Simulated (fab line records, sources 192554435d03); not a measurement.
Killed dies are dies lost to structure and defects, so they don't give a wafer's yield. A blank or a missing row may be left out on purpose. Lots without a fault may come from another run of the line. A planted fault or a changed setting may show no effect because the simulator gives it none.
Which tool did it? | flow n5_finfet | 12 lots, 36 wafers sampled, at 4 steps of a route of 1938

WHAT THE GAUGES READ, wafer by wafer
N5_MIM_TOP_LITHO_OVL_MEAS_11. Usual: MIM_TOP_OVL -3 nm, standard deviation 4.6.
lot  | measured     | on         | MIM_TOP_OVL (nm) | flag
L952 | day 12 20:16 | overlay-02 | -2 -1 -5         |
L954 | day 13 19:16 | overlay-02 | 2 2 2            |
L955 | day 13 09:48 | overlay-02 | -1 -10 2         |
L956 | day 13 22:02 | overlay-01 | 2 -1 -8          |
L958 | day 14 02:27 | overlay-02 | 0 -4 -12         |
L959 | day 14 01:55 | overlay-01 | -11 -6 2         |
L961 | day 14 13:02 | overlay-02 | -5 -1 -3         |
L963 | day 14 21:05 | overlay-01 | 4 -7 0           |
L962 | day 14 17:51 | overlay-02 | -7 -7 -5         |
L964 | day 16 03:27 | overlay-01 | -1 1 -4          |
L967 | day 16 00:20 | overlay-01 | -3 -2 8          |
L968 | day 16 15:20 | overlay-02 | 12 9 4           |

WHICH TOOL RAN EACH LOT (tool, then ch and the chambers of the sampled wafers, then the start)
lot  | N5_BEOL_M3_SPUTTER_88        | N5_BEOL_M15_STRIP_62                          | N5_MIM_TOP_DEGAS_04
L952 | pvd_sputter-02, day 7 16:01  | rie_diel-02 ch 0,2,3, day 12 19:41 or earlier | pvd_sputter-02, day 12 19:41
L954 | pvd_sputter-03, day 8 01:54  | rie_diel-02 ch 2,3, day 13 18:48 or earlier   | pvd_sputter-03, day 13 18:48
L955 | pvd_sputter-03, day 8 10:11  | rie_diel-02 ch 1,2, day 13 09:13 or earlier   | pvd_sputter-02, day 13 09:13
L956 | pvd_sputter-01, day 8 12:08  | rie_diel-02 ch 0,1, day 13 21:27 or earlier   | pvd_sputter-01, day 13 21:27
L958 | pvd_sputter-01, day 9 07:00  | rie_diel-03 ch 1,3, day 14 01:52 or earlier   | pvd_sputter-02, day 14 01:52
L959 | pvd_sputter-02, day 9 07:22  | rie_diel-02 ch 0,1,2, day 14 01:19 or earlier | pvd_sputter-03, day 14 01:19
L961 | pvd_sputter-01, day 9 19:25  | rie_diel-02 ch 0,1, day 14 12:26 or earlier   | pvd_sputter-01, day 14 12:26
L963 | pvd_sputter-01, day 9 21:15  | rie_diel-01 ch 0,3, day 14 20:30 or earlier   | pvd_sputter-01, day 14 20:30
L962 | pvd_sputter-03, day 10 01:10 | rie_diel-03 ch 0,1,2, day 14 17:23 or earlier | pvd_sputter-03, day 14 17:23
L964 | pvd_sputter-03, day 11 09:45 | rie_diel-03 ch 2,3, day 16 02:59 or earlier   | pvd_sputter-03, day 16 02:59
L967 | pvd_sputter-01, day 11 10:02 | rie_diel-03 ch 0,1,2, day 15 23:53 or earlier | pvd_sputter-01, day 15 23:53
L968 | pvd_sputter-01, day 11 15:52 | rie_diel-02 ch 0,2,3, day 16 14:45 or earlier | pvd_sputter-02, day 16 14:45
- N5_BEOL_M3_SPUTTER_88: material Cu, target thk 4.5 nm, time 8.29 s.
- N5_BEOL_M15_STRIP_62: strips in O2.
- N5_MIM_TOP_DEGAS_04: time 60 s.

WHAT THE TOOLS THEMSELVES READ (means of the sampled wafers that have a number; where no wafer has one, the mark that the record gives instead)
N5_BEOL_M3_SPUTTER_88. Usual: chuck_sensor_temp_C -16.0 C, standard deviation 0.46; throttle_valve_pct 30.4 %, standard deviation 1.1.
lot  | tool           | chuck_sensor_temp_C (C) | throttle_valve_pct (%) | flag
L952 | pvd_sputter-02 | -16.0                   | 29.0                   |
L954 | pvd_sputter-03 | -15.9                   | 31.2                   |
L955 | pvd_sputter-03 | -15.8                   | 30.6                   |
L956 | pvd_sputter-01 | -15.8                   | 30.8                   |
L958 | pvd_sputter-01 | -16.0                   | 30.7                   |
L959 | pvd_sputter-02 | -15.9                   | 28.9                   |
L961 | pvd_sputter-01 | -15.7                   | 30.9                   |
L963 | pvd_sputter-01 | -16.0                   | 30.3                   |
L962 | pvd_sputter-03 | -16.5                   | 32.1                   |
L964 | pvd_sputter-03 | -16.3                   | 31.6                   |
L967 | pvd_sputter-01 | -16.1                   | 30.9                   |
L968 | pvd_sputter-01 | -16.1                   | 30.9                   |

N5_BEOL_M15_STRIP_62. Usual: drypump_motor_current_A 5.9 A, standard deviation 0.51; oes_product_au 0.80 a.u., standard deviation 0.087; rf_vpp_V 3.6 V, standard deviation 0.5; showerhead_plenum_p_Torr 2.08 Torr, standard deviation 0.073; throttle_valve_pct 16.62 %, standard deviation 0.23.
lot  | tool        | drypump_motor_current_A (A) | oes_product_au (a.u.) | rf_vpp_V (V) | showerhead_plenum_p_Torr (Torr) | throttle_valve_pct (%) | flag
L952 | rie_diel-02 | 6.1                         | 0.81                  | 4.0          | 2.02                            | 16.64                  |
L954 | rie_diel-02 | 6.3                         | 0.75                  | 3.5          | 2.00                            | 16.78                  |
L955 | rie_diel-02 | 6.0                         | 0.83                  | 3.6          | 2.02                            | 16.76                  |
L956 | rie_diel-02 | 5.3                         | 0.75                  | 3.5          | 2.00                            | 16.86                  |
L958 | rie_diel-03 | 6.5                         | 0.80                  | 4.0          | 2.13                            | 16.66                  |
L959 | rie_diel-02 | 5.7                         | 0.83                  | 3.3          | 2.02                            | 16.72                  |
L961 | rie_diel-02 | 5.5                         | 0.81                  | 3.4          | 2.02                            | 16.68                  |
L963 | rie_diel-01 | 5.7                         | 0.83                  | 3.6          | 2.07                            | 16.38                  |
L962 | rie_diel-03 | 5.6                         | 0.71                  | 3.8          | 2.11                            | 16.74                  |
L964 | rie_diel-03 | 6.3                         | 0.79                  | 3.9          | 2.11                            | 16.52                  |
L967 | rie_diel-03 | 5.6                         | 0.70                  | 3.4          | 2.10                            | 16.76                  |
L968 | rie_diel-02 | 6.1                         | 0.88                  | 4.0          | 2.10                            | 16.54                  |

N5_MIM_TOP_DEGAS_04. Usual: heater_power_w 465 W, standard deviation 45.
lot  | tool           | heater_power_w (W) | flag
L952 | pvd_sputter-02 | 451                |
L954 | pvd_sputter-03 | 432                |
L955 | pvd_sputter-02 | 464                |
L956 | pvd_sputter-01 | 433                |
L958 | pvd_sputter-02 | 472                |
L959 | pvd_sputter-03 | 428                |
L961 | pvd_sputter-01 | 467                |
L963 | pvd_sputter-01 | 460                |
L962 | pvd_sputter-03 | 486                |
L964 | pvd_sputter-03 | 457                |
L967 | pvd_sputter-01 | 465                |
L968 | pvd_sputter-02 | 457                |

THE ANSWER, worked out from the rows above alone
Rule: a lot is off if the mean of its wafers that have a number lies more than 3 standard deviations from the usual mean. A lot without any number at a reading at which 4 lots or more have one is off too. The other lots that the step has rows for count as sound. The gauges are gone through in route order, then the tools' own readings, and for those a lot's mean is taken as printed above. The first step at which some lot is off is used, and at that step the reading that is off furthest; a lot without a number counts as furthest.
No lot is off at any reading shown: from this, nothing can be told.

WHAT THE SIMULATOR HAD PUT IN
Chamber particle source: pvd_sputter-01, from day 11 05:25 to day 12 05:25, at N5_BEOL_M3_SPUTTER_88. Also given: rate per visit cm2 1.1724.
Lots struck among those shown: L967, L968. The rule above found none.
